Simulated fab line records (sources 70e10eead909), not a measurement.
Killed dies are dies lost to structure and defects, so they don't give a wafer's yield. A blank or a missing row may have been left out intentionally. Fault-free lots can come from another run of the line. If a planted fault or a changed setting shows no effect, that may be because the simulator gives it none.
A lot that was struck, set against a sound lot    flow nand harc    15 steps out of a route of 1302
Sound: the wafers L626.2, L626.3, L626.6. Struck: wafer L640.6; the same lot's L640.4 was not struck, so it is left out; see the end for the cause.
Per side, at each step with rows, come the tool, then ch with its chambers, and then its first start. Under that, the readings that differ: sound wafers    struck wafers    difference of the means    sigmas: that difference in standard deviations of wafers without a fault.
alike: words and numbers the same on both sides, and readings whose means are apart by under 2 such deviations; not compared: readings that were withheld, readings missing a value for some wafer, numbers with overlapping values and no deviation given by the record, and bounds like >300 which may hide the same value.
A row with sigmas, a row that says differs or no value, or rows on one side alone: a step with any of these is where the two part. Non-overlapping numbers with no deviation appear without sigmas and do not part them. Lack of a reading on every wafer of one side parts them only where that side has two or more wafers.

NHARC_A_DECK1_JOINT_ETCHBACK_00: etches the open film in HBr, target depth 30 nm, time 17.4 s.
  sound on rie si-01 ch 0,2,3, day 11 21:14; struck on rie si-06 ch 0, day 17 14:57
  alike: drypump motor current A, oes product au, rf fwd power W, throttle valve pct
  not compared: rf hours counter h
then, 8 steps without rows for these wafers: NHARC_A_DECK1_JOINT_PRECLEAN_30 (cleans in SC1); NHARC_A_DECK1_JOINT_SRD_31; NHARC_A_DECK1_JOINT_CVD_34 (deposits SiNx, target thk 20 nm); NHARC_A_DECK1_JOINT_DEP_06 (deposits SiOx, target thk 80 nm); NHARC_A_DECK1_JOINT_CURE_26 (time 32 s); NHARC_A_DECK1_JOINT_ANNEAL_27 (time 3600 s); NHARC_A_DECK1_JOINT_ANNEAL_28 (time 1800 s); NHARC_A_DECK1_JOINT_ANNEAL_29 (time 1800 s).
NHARC_A_DECK1_JOINT_CMP_02: polishes SiOx.
  sound on cmp-02 ch 0,1,3, day 12 20:05; struck on cmp-03 ch 0, day 18 12:49
  alike: motor current A, slurry flow ml min
after that, 1 step had no rows for these wafers: NHARC_A_DECK1_JOINT_SRD_15.
NHARC_A_DECK1_JOINT_DEP_16: deposits SiO2, target thk 45 nm.
  sound on pecvd-04 ch 0,2, day 12 20:29; struck on pecvd-04 ch 0, day 18 13:19
  alike: heater power w, rf fwd power W, throttle valve pct
NHARC_A_DECK1_JOINT_THK_MEAS_17: measures by ellipsometry.
  sound on film metro-01, day 12 20:46; struck on film metro-02, day 18 13:29
reading      sound           struck  difference  sigmas
thk nm (nm)  44.5 45.1 44.4  72.9    +28.2       +24
NHARC_A_DECK1_JOINT_INSPECT_05:
  sound on defect inspect-01, day 12 20:48; struck on defect inspect-02, day 18 13:31
  alike: raw defect count
after that, 1 step had no rows for these wafers: NHARC_END_SORT_01.

## WHERE THEY PART
Only at NHARC_A_DECK1_JOINT_THK_MEAS_17, as far as this record shows. Later steps at which nothing parts them and some readings are alike: NHARC_A_DECK1_JOINT_INSPECT_05.

WHY: what had been put in by the simulator
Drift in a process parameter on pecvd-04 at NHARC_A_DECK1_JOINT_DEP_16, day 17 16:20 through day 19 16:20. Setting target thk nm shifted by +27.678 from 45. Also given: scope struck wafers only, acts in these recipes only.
